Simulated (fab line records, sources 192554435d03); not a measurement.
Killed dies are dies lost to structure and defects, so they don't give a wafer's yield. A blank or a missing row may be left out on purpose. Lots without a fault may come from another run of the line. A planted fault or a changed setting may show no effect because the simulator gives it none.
A struck lot beside a sound one | flow n5_finfet | 15 steps out of a route of 1938
Sound: wafers L728.1, L728.2, L728.6. Struck: wafer L735.2. (L735.1 of the same lot was not struck and is left out.) The cause comes at the end.
At each step with rows: each side's tool, then ch and its chambers, then its first start. Under that, the readings that differ: sound wafers | struck wafers | difference of the means | sigmas: that difference in standard deviations of wafers without a fault.
alike: readings whose means differ by less than 2 such deviations, and words and numbers that are the same on both sides. not compared: withheld readings, readings that some wafer has no value for, bounds like >300 that may hide the same value, and numbers for which the record gives no deviation and whose values overlap.
The two part at a step that has a row with sigmas, a row that says differs or no value, or rows on one side only. Numbers that don't overlap but have no deviation are shown without sigmas and don't part them. A reading that every wafer of one side lacks parts them only if that side has two wafers or more.

first, 8 steps without rows for these wafers: N5_BEOL_M9_COAT_64 (time 60 s, resist thk 12 nm); N5_BEOL_M9_COAT_75 (time 60 s, resist thk 5 nm); N5_BEOL_M9_COAT_22 (resist thk 30 nm); N5_BEOL_M9_EBR_24; N5_BEOL_M9_SOFTBAKE_23 (time 60 s); N5_BEOL_M9_EXPOSE_25 (exposes mask V8); N5_BEOL_M9_PEB_26 (peb time 60 s); N5_BEOL_M9_DEVELOP_27 (develop time 30 s).
N5_BEOL_M9_CD_MEAS_28: target cd 70 nm.
  sound on cd_sem-02 ch 0, day 10 06:22; struck on cd_sem-02 ch 0, day 11 17:23
  alike: cd_nm
N5_BEOL_M9_OVL_MEAS_29:
  sound on overlay-02 ch 0, day 10 06:23; struck on overlay-01 ch 0, day 11 17:25
  alike: V8_OVL
N5_BEOL_M9_INSPECT_30: inspects for defects (brightfield).
  sound on defect_inspect-01, day 10 06:27; struck on defect_inspect-02, day 11 17:28
  alike: raw_defect_count
N5_BEOL_M9_DESCUM_33: chemistry O2, time 7 s.
  sound on rie_diel-02 ch 1,2,3, day 10 06:29; struck on rie_diel-05 ch 2, day 11 17:49
  alike: drypump_motor_current_A, oes_product_au, rf_vpp_V, showerhead_plenum_p_Torr, throttle_valve_pct
  not compared: rf_hours_counter_h
N5_BEOL_M9_ETCH_76: etches underlayer in N2/H2, target depth 6.5 nm, time 5.2 s.
  sound on rie_diel-02 ch 1,2,3, day 10 06:31; struck on rie_diel-05 ch 2, day 11 17:51
  reading               | sound          | struck | difference | sigmas
  etch_rf_on_time_s (s) | 5.45 4.96 4.97 | 7.78   | +2.65      | +18
  oes_product_au (a.u.) | 0.60 0.81 0.81 | 0.58   | -0.16      | -2
  alike: drypump_motor_current_A, rf_vpp_V, showerhead_plenum_p_Torr, throttle_valve_pct
  not compared: rf_hours_counter_h
N5_BEOL_M9_ETCH_65: etches SiARC in CF4, target depth 15.6 nm, time 26 s.
  sound on rie_diel-02 ch 1,2,3, day 10 06:32; struck on rie_diel-05 ch 2, day 11 17:52
  alike: drypump_motor_current_A, etch_rf_on_time_s, oes_product_au, rf_vpp_V, showerhead_plenum_p_Torr, throttle_valve_pct
  not compared: rf_hours_counter_h
N5_PASSIVATION_PROBE_49:
  the record has rows for the sound wafers here (prober-02, day 12 15:39) and none for the struck ones

WHERE THEY PART
First at N5_BEOL_M9_ETCH_76; last, within this record, at N5_PASSIVATION_PROBE_49.

WHY: what the simulator had put in
Process parameter drift: rie_diel-05, from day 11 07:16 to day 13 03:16, at N5_BEOL_M9_ETCH_76. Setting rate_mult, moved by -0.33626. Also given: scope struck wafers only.
